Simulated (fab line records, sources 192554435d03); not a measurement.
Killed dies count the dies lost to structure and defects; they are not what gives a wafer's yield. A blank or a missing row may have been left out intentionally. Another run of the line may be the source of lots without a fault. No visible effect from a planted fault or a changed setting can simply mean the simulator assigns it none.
fab line records    flow n5_finfet
record: lots: 4  wafers: 12  last_day: 15
route steps=1938 shown BEOL_M8@1386 BEOL_M9@1401 PASSIVATION@1936
lots untouched by any fault: they come from a run of this same line in which no faults occurred
start_h: hours from the record's opening day to when the first of the lot's shown wafers began    wait_h: hours elapsed since this lot's preceding step    " as in the row above    L1.1+2: a row that stands for several wafers    - no value, or no start was given    * or withheld: withheld    < > ~ a bound
route shown NAME@n: a module of which the file shows steps, and the number in the route of the first    usual: average and standard deviation across the fault-free wafers    same: alike in all rows    chamber/n: place in a boat    sites: each site's reading    _std_site: standard deviation across them    _edge_site: outer sites' mean less inner sites'    radius_mm: for every site, how far away it sits from the centre of the wafer    mask NAME#n: copy n    behind: the most recent tool/chamber to have shaped the wafer    hold: reason for holding the lot/hours on hold/outcome of the hold    device: transistor that didn't switch, given as n, p or np    end of line: tests of these same wafers at the route's end    a step without rows: its recipe alone    killed: not the wafer's yield, but the dies lost to structure and defects at the first sort    map: a wafer's dies, x killed, . not, _ none there
set.NAME: the setting the step ran with; set.NAME@STEP: the setting that earlier step ran with    model.NAME: the simulator's own value behind a step, which no gauge read
lots at some steps of the route; a table a step, a row a wafer
services: from which hour (start_h, from the record's first day; less than 0 if before it) a tool's chamber was out of use, for how many hours, and why
== steps ==
step: N5_BEOL_M8_CURE_75
recipe: temp_c: 370  time_s: 120  ambient: DMADMS/He  material: SiCOH_lowk
step: N5_BEOL_M8_DEGAS_44
recipe: ambient: vacuum  temp_c: 250  time_s: 60
step: N5_BEOL_M8_PRE_CLEAN_45
recipe: gas: H2/He  time_s: 30  temp_c: 250
step: N5_BEOL_M8_ALD_77
recipe: material: TaN  target_thk_a: 20  temp_c: 275  ald_precursor_family: PDMAT  ald_co_reactant: NH3  pressure_torr: 3  carrier_flow_sccm: 1500  pulse_time_s: 2  purge_time_s: 3  co_reactant_purge_time_s: 2  co_reactant_pulse_time_s: 3  ald_cycles: 40  precursor_vessel_temp_c: 75  precursor_vessel_pressure_torr: 26.25  precursor_vessel_carrier_sccm: 1000
step: N5_BEOL_M8_SURFACE_TREAT_79
recipe: gas: Ar  time_s: *  ion_energy_ev: *  ion_current_ma_cm2: 0.5  pressure_mtorr: *  ar_flow_sccm: 30
step: N5_BEOL_M8_CVD_78
recipe: material: Co  target_thk_a: 20  temp_c: withheld  precursor: CCTBA/H2  pressure_torr: 30  time_s: 142.3
step: N5_BEOL_M8_SPUTTER_48
recipe: material: Cu  target_thk_a: 100  temp_c: -20  bias_v: 60  power_w: 26000  chamber_pressure_pa: 0.13  time_s: 1.667
step: N5_BEOL_M8_ECD_50
recipe: material: Cu  target_thk_a: 3000
step: N5_BEOL_M8_ANNEAL_51
recipe: temp_c: 225  time_s: 90  ambient: N2
step: N5_BEOL_M8_CMP_52
recipe: stop_on: SiCOH_lowk  t_overpolish_s: 6.9  down_force_psi: 1  platen_rpm: 50  clearing_platen_down_force_psi: 1.5  clearing_platen_rpm: 50  post_cmp_clean: cu_alkaline  target_thk_nm: 80  clearing_platen_pad_velocity_m_s: 0.99484  pad_velocity_m_s: 0.99484
step: N5_BEOL_M8_PRE_CLEAN_55
recipe: gas: NH3  time_s: 15  temp_c: withheld  rf_power_w: 300
step: N5_BEOL_M8_DEP_56
recipe: material: SiCN  target_thk_a: 100  temp_c: withheld  precursor: 3MS/NH3  pressure_torr: 3  rf_w: 202  time_s: 17.5
usual: rf_fwd_power_W: 199.5/0.94  showerhead_plenum_p_Torr: 3.661/0.017  throttle_valve_pct: 8.9/0.54
lot.wafer  tool      chamber  start_h  wait_h  rf_fwd_power_W  showerhead_plenum_p_Torr  throttle_valve_pct
L265.1     pecvd-01  0        235.32   0.0     198.1           3.649                     7.9
L265.2     "         2        "        "       202.3           3.667                     8.0
L265.4     "         0        "        "       197.7           3.645                     8.1
L268.2     pecvd-02  0        249.03   0.0     199.4           3.677                     9.2
L268.4     "         1        "        "       198.7           3.662                     9.2
L268.6     "         0        "        "       199.5           3.675                     9.3
L271.1     pecvd-01  1        262.87   0.0     198.2           3.647                     8.9
L271.2     "         2        "        "       202.2           3.650                     8.4
L271.6     "         2        "        "       200.2           3.664                     8.5
L273.1     pecvd-01  2        287.59   0.0     200.5           3.653                     8.1
L273.4     "         1        "        "       198.9           3.640                     8.8
L273.6     "         0        "        "       197.6           3.646                     8.1
step: N5_BEOL_M8_INSPECT_58
recipe: inspect_instrument: darkfield  mode: post_dep
usual: raw_defect_count: 71/22
lot.wafer  tool               chamber  start_h  wait_h  raw_defect_count
L265.1     defect_inspect-01  -        235.42   0.0     73
L265.2     "                  -        "        "       98
L265.4     "                  -        "        "       96
L268.2     defect_inspect-01  -        249.13   0.0     84
L268.4     "                  -        "        "       63
L268.6     "                  -        "        "       77
L271.1     defect_inspect-01  -        262.97   0.0     447
L271.2     "                  -        "        "       75
L271.6     "                  -        "        "       60
L273.1     defect_inspect-02  -        287.69   0.0     70
L273.4     "                  -        "        "       469
L273.6     "                  -        "        "       73
step: N5_BEOL_M9_ILD_DEP_00
recipe: material: SiCOH_lowk  target_thk_a: 3085.1  temp_c: 300  precursor: DEMS/porogen  pressure_torr: 5  rf_w: 500  time_s: 58
step: N5_BEOL_M9_CURE_71
recipe: temp_c: 385  time_s: 240  ambient: He/Ar  material: SiCOH_lowk
step: N5_BEOL_M9_PECVD_70
recipe: material: SiO2  target_thk_a: 200  temp_c: 400  precursor: TEOS/O2  pressure_torr: 5.5  rf_w: 450  teos_flow_sccm: 53.8  gas: O2  flow_sccm: 3000  time_s: 22.7
step: N5_BEOL_M9_HM_DEP_02
recipe: material: TiN  target_thk_a: 200  temp_c: 25  chamber_pressure_pa: 0.49996
step: N5_BEOL_M9_COAT_59
recipe: resist: SOC  temp_c: 250  time_s: 60  spin_rpm: 1500  resist_thk_nm: 100
step: N5_BEOL_M9_COAT_60
recipe: resist: SiARC  temp_c: 220  time_s: 60  spin_rpm: 1500  resist_thk_nm: 30
step: N5_BEOL_M9_COAT_05
recipe: resist: CAR-ArF  spin_rpm: 1500  resist_thk_nm: 90
step: N5_BEOL_M9_EBR_07
recipe: solvent: PGMEA  ebr_width_mm: 1.5
step: N5_BEOL_M9_SOFTBAKE_06
recipe: temp_c: 110  time_s: 60  resist: CAR-ArF
step: N5_BEOL_M9_EXPOSE_08
recipe: mask_id: M9  na: 1.35  source_shape: dipole  sigma_inner: 0.411  sigma_outer: 0.611  polarization: te  dose_mj: 53.75
step: N5_BEOL_M9_PEB_09
recipe: peb_temp_c: withheld  peb_time_s: 60  resist: CAR-ArF
step: N5_BEOL_M9_DEVELOP_10
recipe: develop_time_s: 30  developer: TMAH  resist: CAR-ArF  rinse_liquid: diw  dry: air_spin  dev_temp_c: 23
step: N5_BEOL_M9_INSPECT_13
recipe: mode: adi  inspect_instrument: brightfield
usual: raw_defect_count: 395/78
lot.wafer  tool               chamber  start_h  wait_h  raw_defect_count
L265.1     defect_inspect-01  -        236.71   0.0     399
L265.2     "                  -        "        "       478
L265.4     "                  -        "        "       416
L268.2     defect_inspect-01  -        253.53   0.0     418
L268.4     "                  -        "        "       343
L268.6     "                  -        "        "       466
L271.1     defect_inspect-01  -        266.58   0.0     696
L271.2     "                  -        "        "       402
L271.6     "                  -        "        "       329
L273.1     defect_inspect-02  -        290.38   0.0     350
L273.4     "                  -        "        "       823
L273.6     "                  -        "        "       293
step: N5_BEOL_M9_DESCUM_16
recipe: chemistry: O2  time_s: 7.9  source_power_w: 50  bias_power_w: 20  pressure_mtorr: 20  rf_frequency_hz: 2.712e+07  temp_c: 40  resist: CAR-ArF  o2_flow_sccm: 225
step: N5_BEOL_M9_ETCH_61
recipe: chemistry: CF4  target: SiARC  target_depth_a: 390  mask_material: CAR-ArF  time_s: 65  ion_energy_ev: 80  pressure_mtorr: 40  source_w: 545  bias_w: 36  Ar_flow_sccm: 100  cf4_flow_sccm: 100  ends: cleared
step: N5_BEOL_M9_ETCH_62
recipe: chemistry: N2/H2  target: SOC  target_depth_a: 1100  overetch_a: 220  mask_material: SiARC  temp_c: 40  time_s: 165  ion_energy_ev: 200  pressure_mtorr: 30  source_w: 840  bias_w: 150  n2_flow_sccm: 200  h2_flow_sccm: 200
step: N5_BEOL_M9_STRIP_68
recipe: chemistry: N2/H2  temp_c: 40  n2_flow_sccm: 200  h2_flow_sccm: 200  rf_frequency_hz: 6e+07
step: N5_BEOL_M9_STRIP_67
recipe: chemistry: CF4  resist: SiARC  power_w: 300  bias_power_w: 75  pressure_mtorr: 50  cf4_flow_sccm: 150  rf_frequency_hz: 6e+07
step: N5_BEOL_M9_HM_OPEN_17
recipe: chemistry: Cl2/BCl3  target_depth_a: 200  overetch_a: 60  target: TiN  mask_material: SOC  ion_energy_ev: 150  pressure_mtorr: 10  icp_w: 1000  bias_w: 126  Cl2_flow_sccm: 53.25  bcl3_flow_sccm: 21.75  Ar_flow_sccm: 25
step: N5_BEOL_M9_STRIP_19
recipe: chemistry: O2  power_w: 400  temp_c: 40  pressure_mtorr: 30  rf_frequency_hz: 6e+07  bias_power_w: 0  overash_fraction: 0.2  o2_flow_sccm: 225
step: N5_BEOL_M9_COAT_63
recipe: resist: SOC  temp_c: 250  time_s: 60  spin_rpm: 1500  resist_thk_nm: 60
step: N5_BEOL_M9_COAT_64
recipe: resist: SiARC  temp_c: 220  time_s: 60  spin_rpm: 1500  resist_thk_nm: 12
step: N5_BEOL_M9_COAT_75
recipe: resist: underlayer  temp_c: 205  time_s: 60  spin_rpm: 1500  resist_thk_nm: 5
step: N5_BEOL_M9_INSPECT_30
recipe: mode: adi  inspect_instrument: brightfield
usual: raw_defect_count: 399/82
lot.wafer  tool               chamber  start_h  wait_h  raw_defect_count
L265.1     defect_inspect-01  -        237.59   0.1     420
L265.2     "                  -        "        "       456
L265.4     "                  -        "        "       445
L268.2     defect_inspect-01  -        258.50   0.0     412
L268.4     "                  -        "        "       350
L268.6     "                  -        "        "       486
L271.1     defect_inspect-01  -        268.68   0.1     693
L271.2     "                  -        "        "       400
L271.6     "                  -        "        "       342
L273.1     defect_inspect-02  -        291.58   0.1     347
L273.4     "                  -        "        "       851
L273.6     "                  -        "        "       277
step: N5_PASSIVATION_PROBE_49
usual: defect_limited_yield: 91.3/1.3  killed_at_M0_to_M3: 35/9.3  killed_at_M4_up: 14/5.2  killed_at_contacts: 12/5.9  killed_at_front_end: 38/11  killed_at_other: 4/3.7  killed_dies: 103/15  killed_on_rim: 14/4  killed_open: 67/12  killed_short: 34/8  sort_bin_5_function: 5.1/0.88  sort_bin_6_memory: 3.3/0.65  sort_bin_8_speed: 0.00/0.03  sort_n_pass: 1077/15  sort_yield_pct: 91.3/1.3
same: gross_dies: 1180  killed_at_back_side: 0  sort_bin_4_leakage[%]: 0
lot.wafer  tool       chamber  start_h  wait_h  defect_limited_yield[%]  killed_at_M0_to_M3  killed_at_M4_up  killed_at_contacts  killed_at_front_end  killed_at_other  killed_dies  killed_on_rim  killed_open  killed_short  sort_bin_5_function[%]  sort_bin_6_memory[%]  sort_bin_8_speed[%]  sort_n_pass  sort_yield_pct[%]
L268.2     prober-02  -        315.47   0.1     88.6                     50                  17               19                  45                   3                134          20             92           41            6.6                     4.5                   0                    1046         88.6
L268.4     prober-02  -        315.57   0.2     90.8                     48                  11               16                  33                   0                108          14             74           32            5.5                     3.3                   0                    1072         90.8
L268.6     prober-02  -        315.67   0.3     91.6                     30                  28               13                  28                   0                99           14             75           23            5.4                     2.6                   0                    1081         91.6
L271.1     prober-01  -        332.16   0.0     86.4                     33                  82               3                   42                   1                161          27             67           21            8.6                     3.0                   0                    1019         86.4
L271.2     prober-01  -        332.21   0.1     92.6                     45                  9                2                   28                   3                87           15             57           30            4.7                     2.3                   0                    1093         92.6
L271.6     prober-01  -        332.41   0.3     94.2                     21                  9                12                  24                   2                68           6              40           24            3.6                     2.0                   0                    1112         94.2
L273.1     prober-02  -        361.28   0.0     90.8                     24                  23               12                  47                   2                108          20             75           33            5.1                     3.6                   0                    1072         90.8
L273.4     prober-02  -        361.43   0.2     84.0                     34                  83               7                   56                   9                189          35             86           30            10.3                    3.6                   0                    991          84.0
L273.6     prober-02  -        361.53   0.3     91.4                     20                  16               4                   51                   10               101          13             68           29            5.0                     2.9                   0                    1079         91.4
killed by level:class
L268.2 MOL_CONTACT_COAG:geometric_particle:open=16 FIN_SAQP:geometric_particle:open=12 BEOL_M2:geometric_particle:open=11 BEOL_M0_SAQP:geometric_particle:open=10 FIN_SAQP:geometric_particle:short=8 BEOL_M0_SAQP:geometric_particle:short=8 STARTING-WAFER:geometric_particle:short=7 BEOL_M0:geometric_particle:open=6
L268.4 MOL_CONTACT_COAG:geometric_particle:open=11 BEOL_M0_SAQP:geometric_particle:short=9 BEOL_M2:geometric_particle:open=9 BEOL_M3:geometric_particle:open=9 FIN_SAQP:geometric_particle:open=6 STI_FIN_REVEAL:geometric_particle:open=6 BEOL_M0_SAQP:geometric_particle:open=6 DUMMY_GATE:geometric_particle:open=5
L268.6 MOL_CONTACT_COAG:geometric_particle:open=10 BEOL_M4:geometric_particle:open=9 BEOL_M3:geometric_particle:open=8 FIN_SAQP:geometric_particle:open=7 BEOL_M0_SAQP:geometric_particle:short=7 BEOL_M5:geometric_particle:open=6 STI_FIN_REVEAL:geometric_particle:open=5 GATE_CUT:geometric_particle:open=4
L271.1 BEOL_M8:unspecified=73 STI_FIN_REVEAL:geometric_particle:open=13 BEOL_M2:geometric_particle:open=11 FIN_SAQP:geometric_particle:short=8 BEOL_M0_SAQP:geometric_particle:open=8 FIN_SAQP:geometric_particle:open=6 BEOL_M4:geometric_particle:open=5 BEOL_M3:geometric_particle:open=5
L271.2 BEOL_M0_SAQP:geometric_particle:short=14 BEOL_M0_SAQP:geometric_particle:open=9 BEOL_M3:geometric_particle:open=7 BEOL_M1:geometric_particle:open=7 BEOL_M2:geometric_particle:open=6 STI_FIN_REVEAL:geometric_particle:open=5 GATE_CUT:geometric_particle:open=5 BEOL_M4:geometric_particle:open=4
L271.6 MOL_CONTACT_COAG:geometric_particle:open=10 FIN_SAQP:geometric_particle:short=7 BEOL_M1:geometric_particle:open=5 FIN_SAQP:geometric_particle:open=4 STI_FIN_REVEAL:geometric_particle:open=3 GATE_CUT:geometric_particle:short=3 BEOL_M0_SAQP:geometric_particle:short=3 BEOL_M0_SAQP:geometric_particle:open=3
L273.1 STI_FIN_REVEAL:geometric_particle:open=12 MOL_CONTACT_COAG:geometric_particle:open=11 BEOL_M5:geometric_particle:open=9 FIN_SAQP:geometric_particle:open=7 DUMMY_GATE:geometric_particle:open=7 GATE_CUT:geometric_particle:short=7 BEOL_M0_SAQP:geometric_particle:open=5 BEOL_M1:geometric_particle:open=5
L273.4 BEOL_M8:unspecified=73 FIN_SAQP:geometric_particle:open=18 STI_FIN_REVEAL:geometric_particle:open=13 BEOL_M0:geometric_particle:open=8 BEOL_M0_SAQP:geometric_particle:open=8 BEOL_M2:geometric_particle:open=8 MOL_CONTACT_COAG:geometric_particle:open=6 DUMMY_GATE:geometric_particle:open=6
L273.6 FIN_SAQP:geometric_particle:open=14 DUMMY_GATE:geometric_particle:open=8 STI_FIN_REVEAL:geometric_particle:open=7 BEOL_M0_SAQP:geometric_particle:short=7 BEOL_M4:geometric_particle:open=6 PAD_METAL:geometric_particle:open=6 BEOL_M0_SAQP:geometric_particle:open=5 BEOL_M0:geometric_particle:open=4
map L271.1 (x killed, . not)
_________________xx..........________________
______________...............x.._____________
___________x.x...........x........x__________
__________xxxxx.................x..._________
________xxxxxxx...........x.....x....._______
_______xxxxxxx.xxx..x....x.............______
______xxxxxxxx.......x.......x......x..._____
_____xxxxxxxx.x.......x..................____
____xxxxxxxxxx.............x.x....x.....xx___
___xxxxxxxxxx..x.....x..................x..__
___x...xxx..x.................x............__
__..xxxx...x.x.x.........x.................._
__.x.x.x............x..........x............_
_.......xx.....x.x.x..xx..x..............x...
_............................................
_........x...................................
_...................x................x..x.x..
_..........................x...x.............
_....x...x...............x.x.....x.x.........
_..............x..x................x.........
_.........x.x.....x..........................
__x.........x........x...................x.._
__.............x.......x...........x.x......_
___..................xx.............x...x..__
___..................x..............x......__
____................x..x..................___
_____.......xx...........x....x......x...____
______..................x..x............_____
_______.....x......................x...______
________..x..xx.......x..............._______
__________.........................._________
___________...................x....__________
______________x................._____________
_________________............________________
map L273.4 (x killed, . not)
_________________x.x........x________________
______________......x.....x....._____________
___________xxxxx............x....x.__________
__________xxxxxx...........xx....x.._________
________xxxxxx.x................x...x._______
_______xxxxxx..........................______
______xxxxxxxx..x......................._____
_____xxxxxxxx...x.....x..........x.....x.____
____xxxxxxxxxx.........x...x........x...x.___
___.xxxxxxxxx.x........x...................__
___.xxxxxxxx.x..............xx.....x.......__
__...xx............x.x......................_
__..xx..x.x..x.....x............x.....x.x..x_
_............x..................x.........x..
_...x....x...x.x...x.........................
_...........................x..xxx.xx........
_....x.....x..................x....x.........
_..............x...........x.................
_......x..x...x........x.x.......x..........x
_...........x.................xx...........x.
_...x............x.....x..x..................
__x...........x..........x.................._
__.........xx.x.x......x..xx................_
___.x....x...x...xx....x..x..x.x.........x.__
___............................x...........__
____x........x..........x.x...x..........x___
_____..x...................x.x......x..x.____
______..................x..x..........x._____
_______.................x.......x......______
________..x...x...x....x............x._______
__________.............x............_________
___________................x.......__________
______________..........x......._____________
_________________.....x......________________
== services ==
tool      chamber  start_h  hours  kind
pecvd-02  2        252.11   3.4    repair
pecvd-02  -        257.22   1.5    repair
== key ==
first_sign: step: N5_BEOL_M8_INSPECT_58  reading: raw_defect_count  direction: up  sigmas: 18  usual: 71  struck: 458
effect: step: N5_BEOL_M9_INSPECT_13  reading: raw_defect_count  direction: up  sigmas: 4.7  usual: 395  struck: 760
effect: step: N5_BEOL_M9_INSPECT_30  reading: raw_defect_count  direction: up  sigmas: 4.5  usual: 399  struck: 772
effect: step: N5_PASSIVATION_PROBE_49  reading: killed_at_M4_up  direction: up  sigmas: 13  usual: 14  struck: 82
more_kills_born_at: N5_BEOL_M8_DEP_56@pecvd-01: 146
met_at N5_BEOL_M8_DEP_56
struck_wafers L271.1,L273.4
fault: kind: chamber_particle_source  tool: pecvd-01  chamber: 1  onset_h: 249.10  steps: N5_BEOL_M8_DEP_56  rate_per_visit_cm2: 0.64333  end_h: 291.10
